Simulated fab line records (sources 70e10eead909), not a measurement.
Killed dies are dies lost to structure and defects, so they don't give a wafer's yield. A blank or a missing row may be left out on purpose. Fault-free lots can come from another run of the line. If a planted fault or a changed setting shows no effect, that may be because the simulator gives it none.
Comparing a struck lot with a sound one -- flow nand-harc -- 16 steps out of a route of 1302
Sound: wafers L924.1, L924.2, L924.3. The struck wafers were L925.1, L925.3, L925.4. At the end, the cause is stated.
Order at every step that has rows: each side's tool, ch and its chambers, its first start. Under that, the readings that differ: sound wafers -- struck wafers -- difference of the means -- sigmas: that difference in standard deviations of wafers without a fault.
alike: readings whose means differ by less than 2 such deviations, and words and numbers that are the same on both sides. not compared: withheld readings, readings that some wafer has no value for, bounds like >300 that may hide the same value, and numbers for which the record gives no deviation and whose values overlap.
The two part at a step that has a row with sigmas, a row that says differs or no value, or rows on one side only. Numbers that have no deviation but don't overlap get no sigmas and don't part them. A reading that every wafer of one side lacks parts them only if that side has two wafers or more.

NHARC_A_ONON_D2_THK_MEAS_11: measures by ellipsometry.
  struck on film-metro-02, day 15 04:58; sound on film-metro-01, day 15 04:58
  alike: thk-nm
following that, 1 step holds no rows for these wafers, namely NHARC_A_ONON_D2_DEP_12 (target thickness 1000 nm).
NHARC_A_ONON_D2_THK_MEAS_14: measures by ellipsometry.
  struck on film-metro-02, day 15 05:32; sound on film-metro-01, day 15 05:34
  alike: thk-nm
then, 2 steps without rows for these wafers: NHARC_A_ONON_D2_ANNEAL_15 (time 3600 s); NHARC_A_ONON_D2_DEP_16 (target thk 1000 nm).
NHARC_A_ONON_D2_THK_MEAS_18: measures by ellipsometry.
  struck on film-metro-01, day 15 13:34; sound on film-metro-02, day 15 13:34
  alike: thk-nm
following that, 1 step holds no rows for these wafers, namely NHARC_A_ONON_D2_DEP_19 (target thickness 1000 nm).
NHARC_A_ONON_D2_THK_MEAS_21: measures by ellipsometry.
  struck on film-metro-02, day 15 14:08; sound on film-metro-01, day 15 14:08
  alike: thk-nm
following that, 1 step holds no rows for these wafers, namely NHARC_A_ONON_D2_DEP_22 (target thickness 1000 nm).
NHARC_A_ONON_D2_THK_MEAS_24: measures by ellipsometry.
  struck on film-metro-02, day 15 14:43; sound on film-metro-02, day 15 14:42
  alike: thk-nm
following that, 1 step holds no rows for these wafers, namely NHARC_A_ONON_D2_DEP_25 (target thickness 1000 nm).
NHARC_A_ONON_D2_THK_MEAS_27: measures by ellipsometry.
  struck on film-metro-02, day 15 15:17; sound on film-metro-01, day 15 15:16
  alike: thk-nm
NHARC_A_ONON_D2_DEP_28: target thk 1000 nm.
  sound on pecvd-onon-02 ch 0, day 15 15:19; struck on pecvd-onon-03 ch 0, day 15 15:20
NHARC_A_ONON_D2_THK_MEAS_30: measures by ellipsometry.
  struck on film-metro-01, day 15 15:51; sound on film-metro-02, day 15 15:50
reading,sound,struck,difference,sigmas
thk-nm (nm),1001 1000 1002,1107 1106 1109,+106,+11
NHARC_A_ONON_D2_DEP_33: deposits SiO2, target thk 200 nm.
  sound on pecvd-04 ch 0,1,2, day 15 15:53; struck on pecvd-03 ch 0,1, day 15 15:57
  alike: heater-power-outer-w, heater-power-w, throttle-valve-pct
-- jump in the record: it breaks off in module A_ONON_D2 and resumes in module END (first step shown: number 1302 of the route), and 11 days separate the struck wafers' starts before and after --
NHARC_END_SORT_01:
  the record has rows for the struck wafers here (prober-01 ch 0, day 26 22:26) and none for the sound ones

== WHERE THEY PART ==
Earliest at NHARC_A_ONON_D2_THK_MEAS_30; latest, in this record, at NHARC_END_SORT_01.

WHY: whatever the simulator had introduced
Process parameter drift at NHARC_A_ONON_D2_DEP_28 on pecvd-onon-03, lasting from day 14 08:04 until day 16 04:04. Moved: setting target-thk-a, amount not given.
